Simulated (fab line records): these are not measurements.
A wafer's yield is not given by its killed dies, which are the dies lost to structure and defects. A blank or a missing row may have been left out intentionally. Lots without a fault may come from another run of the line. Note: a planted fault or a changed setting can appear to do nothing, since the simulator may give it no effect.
Which of the tools did it?	flow n5_finfet	72 wafers from 24 lots sampled at 6 of the route's 1938 steps

== WHAT THE GAUGES SHOWED, per wafer ==
The record holds no reading of a measuring or inspecting step that can be judged against a usual standard deviation.

== EACH LOT AND THE TOOL THAT RAN IT (in order: tool; ch and the chambers of the sampled wafers; start) ==
lot	N5_BEOL_M5_STRIP_36	N5_BEOL_M5_PRE_CLEAN_45	N5_BEOL_M5_ALD_86	N5_BEOL_M5_SPUTTER_90	N5_BEOL_M5_PRE_CLEAN_77	N5_BEOL_M5_CO_CAP_78
L074	rie_diel-06 ch 2,3, day 8 01:45	pvd_sputter-01, day 8 02:32	ald_metal-03 ch 2,3, day 8 02:36	pvd_sputter-03, day 8 08:58	cvd_co-01 ch 0,1,2, day 8 10:18	cvd_co-01 ch 0,1,2, day 8 10:20
L075	rie_diel-06 ch 0,1,2, day 8 04:25	pvd_sputter-02, day 8 05:19	ald_metal-04 ch 0,2,3, day 8 05:36	pvd_sputter-01, day 8 10:35	cvd_co-01 ch 0,1,2, day 8 11:48	cvd_co-01 ch 0,1,2, day 8 11:50
L076	rie_diel-05 ch 0,1,2, day 8 11:16	pvd_sputter-03, day 8 13:04	ald_metal-02 ch 0,1,2, day 8 13:08	pvd_sputter-02, day 8 17:58	cvd_co-02 ch 0,1, day 8 18:47	cvd_co-02 ch 0,1, day 8 18:50
L077	rie_diel-06 ch 0,3, day 8 11:43	pvd_sputter-02, day 8 13:10	ald_metal-03 ch 1,2,3, day 8 13:19	pvd_sputter-03, day 8 18:17	cvd_co-02 ch 0,1, day 8 19:10	cvd_co-02 ch 0,1, day 8 19:12
L078	rie_diel-06 ch 1,2,3, day 9 01:18	pvd_sputter-03, day 9 02:08	ald_metal-04 ch 1,2, day 9 02:12	pvd_sputter-03, day 9 07:01	cvd_co-02 ch 0,2, day 9 07:50	cvd_co-02 ch 0,2, day 9 07:53
L080	rie_diel-06 ch 0,1, day 9 05:28	pvd_sputter-02, day 9 06:26	ald_metal-04 ch 0,1,2, day 9 06:43	pvd_sputter-03, day 9 11:43	cvd_co-02 ch 1,2, day 9 12:33	cvd_co-02 ch 1,2, day 9 12:35
L079	rie_diel-04 ch 0,2,3, day 9 06:46	pvd_sputter-01, day 9 07:53	ald_metal-02 ch 2,3, day 9 08:11	pvd_sputter-01, day 9 14:31	cvd_co-02 ch 1,2, day 9 15:20	cvd_co-02 ch 1,2, day 9 15:23
L081	rie_diel-06 ch 0,1,3, day 9 10:13	pvd_sputter-02, day 9 11:10	ald_metal-02 ch 0,2, day 9 11:15	pvd_sputter-03, day 9 16:14	cvd_co-01 ch 0,1, day 9 17:04	cvd_co-01 ch 0,1, day 9 17:07
L082	rie_diel-04 ch 0,1, day 9 16:44	pvd_sputter-03, day 9 17:47	ald_metal-04 ch 1,3, day 9 17:59	pvd_sputter-02, day 9 23:37	cvd_co-01 ch 0,2, day 10 00:50	cvd_co-01 ch 0,2, day 10 00:52
L083	rie_diel-05 ch 1,2, day 10 10:43	pvd_sputter-03, day 10 12:07	ald_metal-04 ch 0,1,3, day 10 12:13	pvd_sputter-02, day 10 17:02	cvd_co-01 ch 0,1,2, day 10 17:56	cvd_co-01 ch 0,1,2, day 10 17:59
L084	rie_diel-04 ch 0,2,3, day 10 15:29	pvd_sputter-03, day 10 17:01	ald_metal-03 ch 0,1, day 10 17:04	pvd_sputter-03, day 10 22:10	cvd_co-02 ch 1,2, day 10 23:01	cvd_co-02 ch 1,2, day 10 23:03
L086	rie_diel-04 ch 1,2,3, day 10 15:52	pvd_sputter-03, day 10 17:05	ald_metal-02 ch 0,2, day 10 17:09	pvd_sputter-01, day 10 22:17	cvd_co-01 ch 1,2, day 10 23:17	cvd_co-01 ch 1,2, day 10 23:20
L085	rie_diel-06 ch 0,2, day 10 21:49	pvd_sputter-02, day 10 22:35	ald_metal-03 ch 0,1,2, day 10 22:40	pvd_sputter-01, day 11 03:39	cvd_co-01 ch 0,2, day 11 04:29	cvd_co-01 ch 0,2, day 11 04:31
L087	rie_diel-06 ch 0,2,3, day 11 06:09	pvd_sputter-01, day 11 07:03	ald_metal-03 ch 0,1,2, day 11 07:07	pvd_sputter-01, day 11 12:01	cvd_co-02 ch 0,2, day 11 12:55	cvd_co-02 ch 0,2, day 11 12:57
L088	rie_diel-05 ch 0,1,3, day 11 10:38	pvd_sputter-03, day 11 11:28	ald_metal-03 ch 1,2,3, day 11 11:32	pvd_sputter-02, day 12 00:41	cvd_co-01 ch 0,1,2, day 12 01:31	cvd_co-01 ch 0,1,2, day 12 01:33
L089	rie_diel-05 ch 0,3, day 11 18:40	pvd_sputter-01, day 11 19:25	ald_metal-04 ch 0,3, day 11 19:29	pvd_sputter-03, day 12 00:19	cvd_co-01 ch 0,1,2, day 12 01:10	cvd_co-01 ch 0,1,2, day 12 01:12
L090	rie_diel-04 ch 0,2, day 11 23:17	pvd_sputter-02, day 12 00:48	ald_metal-03 ch 0,2,3, day 12 00:52	pvd_sputter-01, day 12 05:43	cvd_co-02 ch 1,2, day 12 06:37	cvd_co-02 ch 1,2, day 12 06:39
L091	rie_diel-04 ch 0,3, day 12 00:12	pvd_sputter-01, day 12 01:07	ald_metal-03 ch 2,3, day 12 01:10	pvd_sputter-03, day 12 05:59	cvd_co-01 ch 0,2, day 12 06:50	cvd_co-01 ch 0,2, day 12 06:52
L093	rie_diel-04 ch 0,2,3, day 12 17:27	pvd_sputter-02, day 12 18:13	ald_metal-04 ch 0,1,3, day 12 18:18	pvd_sputter-03, day 12 23:13	cvd_co-01 ch 0,1, day 13 00:02	cvd_co-01 ch 0,1, day 13 00:05
L092	rie_diel-06 ch 0,2,3, day 12 23:31	pvd_sputter-02, day 13 00:23	ald_metal-02 ch 1,2, day 13 00:26	pvd_sputter-01, day 13 05:47	cvd_co-01 ch 0,1,2, day 13 06:38	cvd_co-01 ch 0,1,2, day 13 06:42
L094	rie_diel-06 ch 0,2,3, day 13 02:59	pvd_sputter-03, day 13 03:52	ald_metal-03 ch 0,1,3, day 13 03:55	pvd_sputter-02, day 13 09:32	cvd_co-02 ch 0,1,2, day 13 10:23	cvd_co-02 ch 0,1,2, day 13 10:26
L095	rie_diel-04 ch 0,3, day 13 19:05	pvd_sputter-03, day 13 20:23	ald_metal-04 ch 0,2, day 13 20:27	pvd_sputter-01, day 14 01:22	cvd_co-02 ch 0,1, day 14 02:11	cvd_co-02 ch 0,1, day 14 02:14
L096	rie_diel-04 ch 0,2,3, day 14 08:23	pvd_sputter-02, day 14 09:44	ald_metal-02 ch 1,2,3, day 14 09:52	pvd_sputter-02, day 14 14:55	cvd_co-01 ch 0,1,2, day 14 15:44	cvd_co-01 ch 0,1,2, day 14 15:47
L097	rie_diel-05 ch 0,1,2, day 14 08:26	pvd_sputter-01, day 14 09:46	ald_metal-03 ch 0,2, day 14 10:00	pvd_sputter-03, day 14 15:04	cvd_co-01 ch 0,2, day 14 15:58	cvd_co-01 ch 0,2, day 14 16:01
- N5_BEOL_M5_STRIP_36: strips in N2/H2.
- N5_BEOL_M5_PRE_CLEAN_45: time 30 s.
- N5_BEOL_M5_ALD_86: deposits TaN, pulse time 2 s, purge time 3 s, co reactant purge time 2 s.
- N5_BEOL_M5_SPUTTER_90: material Cu, target thk 4.5 nm, time 8.29 s.
- N5_BEOL_M5_PRE_CLEAN_77: time 15 s.
- N5_BEOL_M5_CO_CAP_78: material Co, precursor CCTBA/H2, target thk 2 nm, time 102.1 s.

== WHAT THE TOOLS THEMSELVES READ (means of the sampled wafers that have a number; where no wafer has one, the mark that the record gives instead) ==
N5_BEOL_M5_STRIP_36.
lot	tool	drypump_motor_current_A (A)	oes_product_au (a.u.)	rf_vpp_V (V)	showerhead_plenum_p_Torr (Torr)	throttle_valve_pct (%)
L074	rie_diel-06	5.7	0.73	59.7	2.63	23.39
L075	rie_diel-06	5.8	0.71	58.7	2.56	23.55
L076	rie_diel-05	5.5	0.77	58.1	2.54	23.71
L077	rie_diel-06	5.4	0.72	59.0	2.63	23.31
L078	rie_diel-06	5.6	0.73	60.5	2.56	23.44
L080	rie_diel-06	5.8	0.72	60.3	2.49	23.58
L079	rie_diel-04	5.7	0.85	59.8	2.50	23.79
L081	rie_diel-06	5.6	0.72	59.8	2.56	23.46
L082	rie_diel-04	5.7	0.77	59.6	2.52	23.65
L083	rie_diel-05	5.4	0.75	60.0	2.46	23.66
L084	rie_diel-04	5.8	0.83	57.6	2.49	23.81
L086	rie_diel-04	5.8	0.78	58.0	2.54	23.78
L085	rie_diel-06	5.8	0.88	58.0	2.61	23.36
L087	rie_diel-06	5.6	0.81	60.2	2.62	23.35
L088	rie_diel-05	5.8	0.73	59.7	2.49	23.74
L089	rie_diel-05	5.9	0.74	59.3	2.56	23.81
L090	rie_diel-04	6.2	0.88	59.7	2.47	23.72
L091	rie_diel-04	5.3	0.77	57.8	2.52	23.97
L093	rie_diel-04	5.7	0.81	58.5	2.49	23.85
L092	rie_diel-06	5.6	0.79	60.1	2.61	23.36
L094	rie_diel-06	5.6	0.78	59.4	2.61	23.36
L095	rie_diel-04	5.3	0.75	57.6	2.51	23.95
L096	rie_diel-04	5.7	0.81	58.0	2.48	23.87
L097	rie_diel-05	5.5	0.73	56.6	2.52	23.78

N5_BEOL_M5_PRE_CLEAN_45.
lot	tool	heater_power_w (W)
L074	pvd_sputter-01	335
L075	pvd_sputter-02	342
L076	pvd_sputter-03	322
L077	pvd_sputter-02	347
L078	pvd_sputter-03	314
L080	pvd_sputter-02	347
L079	pvd_sputter-01	301
L081	pvd_sputter-02	352
L082	pvd_sputter-03	366
L083	pvd_sputter-03	373
L084	pvd_sputter-03	340
L086	pvd_sputter-03	357
L085	pvd_sputter-02	336
L087	pvd_sputter-01	334
L088	pvd_sputter-03	311
L089	pvd_sputter-01	310
L090	pvd_sputter-02	334
L091	pvd_sputter-01	292
L093	pvd_sputter-02	340
L092	pvd_sputter-02	341
L094	pvd_sputter-03	374
L095	pvd_sputter-03	353
L096	pvd_sputter-02	336
L097	pvd_sputter-01	340

N5_BEOL_M5_ALD_86.
lot	tool	heater_power_w (W)	precursor_vessel_pressure_torr (Torr)
L074	ald_metal-03	418	26.28
L075	ald_metal-04	473	26.21
L076	ald_metal-02	403	26.30
L077	ald_metal-03	407	26.25
L078	ald_metal-04	446	26.30
L080	ald_metal-04	451	26.28
L079	ald_metal-02	367	26.27
L081	ald_metal-02	412	26.22
L082	ald_metal-04	493	26.25
L083	ald_metal-04	477	26.21
L084	ald_metal-03	384	26.18
L086	ald_metal-02	414	26.24
L085	ald_metal-03	400	26.29
L087	ald_metal-03	396	26.24
L088	ald_metal-03	408	26.27
L089	ald_metal-04	491	26.24
L090	ald_metal-03	407	26.25
L091	ald_metal-03	419	26.32
L093	ald_metal-04	472	26.25
L092	ald_metal-02	382	26.30
L094	ald_metal-03	393	26.28
L095	ald_metal-04	450	26.32
L096	ald_metal-02	389	26.25
L097	ald_metal-03	399	26.22

N5_BEOL_M5_SPUTTER_90.
lot	tool	throttle_valve_pct (%)
L074	pvd_sputter-03	30.3
L075	pvd_sputter-01	30.9
L076	pvd_sputter-02	31.0
L077	pvd_sputter-03	30.3
L078	pvd_sputter-03	30.5
L080	pvd_sputter-03	30.1
L079	pvd_sputter-01	30.5
L081	pvd_sputter-03	30.6
L082	pvd_sputter-02	30.8
L083	pvd_sputter-02	30.9
L084	pvd_sputter-03	30.0
L086	pvd_sputter-01	31.3
L085	pvd_sputter-01	30.8
L087	pvd_sputter-01	31.1
L088	pvd_sputter-02	31.5
L089	pvd_sputter-03	30.2
L090	pvd_sputter-01	31.0
L091	pvd_sputter-03	29.9
L093	pvd_sputter-03	30.1
L092	pvd_sputter-01	31.5
L094	pvd_sputter-02	31.5
L095	pvd_sputter-01	31.2
L096	pvd_sputter-02	31.5
L097	pvd_sputter-03	29.9

N5_BEOL_M5_PRE_CLEAN_77.
lot	tool	heater_power_w (W)
L074	cvd_co-01	83
L075	cvd_co-01	82
L076	cvd_co-02	63
L077	cvd_co-02	62
L078	cvd_co-02	61
L080	cvd_co-02	63
L079	cvd_co-02	62
L081	cvd_co-01	90
L082	cvd_co-01	87
L083	cvd_co-01	82
L084	cvd_co-02	63
L086	cvd_co-01	79
L085	cvd_co-01	76
L087	cvd_co-02	59
L088	cvd_co-01	83
L089	cvd_co-01	84
L090	cvd_co-02	61
L091	cvd_co-01	88
L093	cvd_co-01	88
L092	cvd_co-01	83
L094	cvd_co-02	62
L095	cvd_co-02	63
L096	cvd_co-01	84
L097	cvd_co-01	77

N5_BEOL_M5_CO_CAP_78.
lot	tool	heater_power_w (W)
L074	cvd_co-01	233
L075	cvd_co-01	232
L076	cvd_co-02	208
L077	cvd_co-02	209
L078	cvd_co-02	207
L080	cvd_co-02	212
L079	cvd_co-02	208
L081	cvd_co-01	243
L082	cvd_co-01	239
L083	cvd_co-01	232
L084	cvd_co-02	209
L086	cvd_co-01	227
L085	cvd_co-01	226
L087	cvd_co-02	205
L088	cvd_co-01	233
L089	cvd_co-01	234
L090	cvd_co-02	209
L091	cvd_co-01	235
L093	cvd_co-01	240
L092	cvd_co-01	233
L094	cvd_co-02	208
L095	cvd_co-02	209
L096	cvd_co-01	235
L097	cvd_co-01	225

== THE ANSWER, worked out from the rows above alone ==
Rule: the lots themselves supply what counts as usual. Put in order of their means at a reading, lots are off if they are a third of the lots or fewer, leave a main group of 4 or more, and stand apart from it by a gap of 3 or more times the standard deviation of the main group's means; of several such gaps the widest counts. A main group whose means are all the same, to the digits that the tables above print for the reading, isn't used. Also off: a lot with no number at a reading for which 4 or more lots have one. The other lots that the step has rows for count as sound. First the gauges in route order, then the tools' own readings, where a lot's mean is used as printed above. The first step at which some lot is off is used, and at that step the reading that is off furthest; a lot without a number counts as furthest.
Across all readings shown, no lot is off: no conclusion can be drawn from this.

== WHAT THE SIMULATOR HAD PUT IN ==
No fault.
